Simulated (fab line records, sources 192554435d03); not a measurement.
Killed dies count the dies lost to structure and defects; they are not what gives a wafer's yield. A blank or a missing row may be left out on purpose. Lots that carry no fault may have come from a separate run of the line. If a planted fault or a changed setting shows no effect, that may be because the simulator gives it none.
One fault through the eyes of 3 desks	flow n5_finfet	each desk has only its own numbers; what lay behind them comes last

DESK OF THE TOOL OWNER: rie_metal-02
The tool's own readings at N5_GATE_CUT_ETCH_56 (etches TiN in Cl2/Ar, target depth 21.6 nm): means of the sampled wafers that have a number, for each lot that ran on this tool. Marked OUT: a lot whose mean sits more than 4 standard deviations from the usual mean, which makes it out of limits; the brackets give that distance.
Columns: A = drypump_motor_current_A at N5_GATE_CUT_ETCH_56, usual 5.92 A; B = mfc_cl2_sccm at N5_GATE_CUT_ETCH_56, usual 39.98 sccm; C = oes_product_au at N5_GATE_CUT_ETCH_56, usual 0.80 a.u.; D = rf_fwd_power_W at N5_GATE_CUT_ETCH_56, usual 595.9 W; E = throttle_valve_pct at N5_GATE_CUT_ETCH_56, usual 20.76 %
lot	first seen here	A	B	C	D	E
L702	day 6 19:56	6.06	39.97	0.81	596.7	20.88
L703	day 7 03:10	6.01	39.92	0.84	645.4 (+22) OUT	20.83
L706	day 7 20:09	5.93	40.17	0.85	691.3 (+41) OUT	20.62
This desk finds L703, L706 out of limits, L703 being first, at day 7 03:10 (rf_fwd_power_W at N5_GATE_CUT_ETCH_56). L702: within limits.

THE DEFECT DESK
What the inspections along the route counted, lot by lot: means of the sampled wafers that have a number. Marked OUT: a lot whose mean sits more than 4 standard deviations from the usual mean, which makes it out of limits; the brackets give that distance.
Columns: A = raw_defect_count at N5_HKMG_FIN_INSPECT_28, usual 41
lot	first seen here	A
L693	day 4 20:42	64
L702	day 6 19:22	43
L703	day 7 03:01	41
L706	day 7 19:58	39
L713	day 9 20:48	43
L714	day 10 07:11	22
This desk's finding: nothing out of limits on any of the 6 lots.

FROM THE METROLOGY DESK
What the gauges read, lot by lot, whatever tool the lot ran on: means of the sampled wafers that have a number. Marked OUT: a lot whose mean sits more than 4 standard deviations from the usual mean, which makes it out of limits; the brackets give that distance. Readings shown: 7 of its 10, picked as those furthest out on some lot.
Columns: A = DIBL_N at N5_BEOL_M4_RC_MEAS_101, usual 36.6 mV/V; B = IOFF_N at N5_BEOL_M4_RC_MEAS_101, usual 0.167 nA/um; C = IOFF_P at N5_BEOL_M4_RC_MEAS_101, usual 0.219 nA/um; D = ION_N at N5_BEOL_M4_RC_MEAS_101, usual 678 uA/um; E = SS_P at N5_BEOL_M4_RC_MEAS_101, usual 73.4 mV/dec; F = VT_N at N5_BEOL_M4_RC_MEAS_101, usual 248.5 mV; G = VT_P at N5_BEOL_M4_RC_MEAS_101, usual -249 mV
lot	first seen here	A	B	C	D	E	F	G
L693	day 9 06:11	38.0	0.188	0.240	684	73.7	246.6	-249
L703	day 11 14:42	34.2	0.152	0.233	678	73.1	250.3	-245
L702	day 12 19:11	36.3	0.172	0.208	675	73.2	246.3	-249
L706	day 13 20:49	36.3	0.167	0.214	674	73.3	248.5	-249
L713	day 15 15:08	37.1	0.167	0.229	678	73.4	249.4	-250
L714	day 15 22:19	38.2	0.210	0.259	695	74.2	243.9	-248
This desk's finding: nothing out of limits on any of the 6 lots.

PUT TOGETHER
The tool owner's desk could have raised an alarm at day 7 03:10, on L703, L706.
Nothing out of limits was seen by the defect desk.
Nothing out of limits was seen by the metrology desk.
The defect desk has L703, L706 on record, within its limits.
The metrology desk has L703, L706 on record, within its limits.
Of the lots named, all ran N5_GATE_CUT_ETCH_56 on rie_metal-02.

WHAT THE SIMULATOR HAD INSERTED
rie_metal-02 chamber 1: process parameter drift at N5_GATE_CUT_ETCH_56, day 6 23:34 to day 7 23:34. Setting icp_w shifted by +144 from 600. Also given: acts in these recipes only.
Struck lots among those shown: L703, L706.
Each desk's first reading out of limits, in hours after the fault started: the tool owner's desk, 4.
